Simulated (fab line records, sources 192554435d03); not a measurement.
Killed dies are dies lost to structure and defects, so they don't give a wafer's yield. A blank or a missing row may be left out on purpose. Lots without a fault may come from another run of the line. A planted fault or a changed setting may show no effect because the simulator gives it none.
Chamber matching | flow n5_finfet | N5_SPACER0_ALD_08 on ald_sin-01: 4 sister chambers
The step deposits SiNx, target thk 2 nm. 8 wafers are shown with their chamber, then 12 later ones without.

WAFERS WITH THEIR CHAMBER
wafer  | chamber | heater_power_w (W)
L078.2 | 1       | 832
L082.3 | 2       | 705
L084.1 | 3       | 811
L084.3 | 0       | 818
L084.5 | 0       | 815
L089.1 | 3       | 814
L089.4 | 1       | 889
L089.6 | 2       | 703

WAFERS WITHOUT THEIR CHAMBER
wafer  | heater_power_w (W)
L091.1 | 864
L091.2 | 727
L091.3 | 805
L091.4 | 810
L091.5 | 873
L091.6 | 739
L093.2 | 901
L093.4 | 715
L093.6 | 717
L096.1 | 726
L096.3 | 818
L096.4 | 828

WHICH CHAMBER EACH WENT THROUGH
wafer  | from the rows above          | in truth
L091.1 | 1                            | 1
L091.2 | 2                            | 2
L091.3 | can't be placed: 3 or 0      | 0
L091.4 | can't be placed: 3 or 0      | 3
L091.5 | 1                            | 1
L091.6 | can't be placed: 2 or 3      | 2
L093.2 | 1                            | 1
L093.4 | 2                            | 2
L093.6 | 2                            | 2
L096.1 | 2                            | 2
L096.3 | can't be placed: 0 or 3      | 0
L096.4 | can't be placed: 0 or 3 or 1 | 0
Placed correctly: 7 of 12. Can't be placed from these rows: 5 (the true chamber is among the candidates in 5). Placed wrongly: 0.
How it was worked out, from the rows above alone: a wafer's distance from a chamber is the root of the sum, over the readings, of the square of ((its reading less the chamber's mean) divided by the reading's scatter). The wafer belongs to the nearest chamber; if the next one is less than 2 further off, it can't be placed. A chamber's mean is the mean of its shown wafers. The scatter: the root of (the sum of the squares of (reading less its chamber's mean) over the shown wafers, divided by (wafers less chambers)).
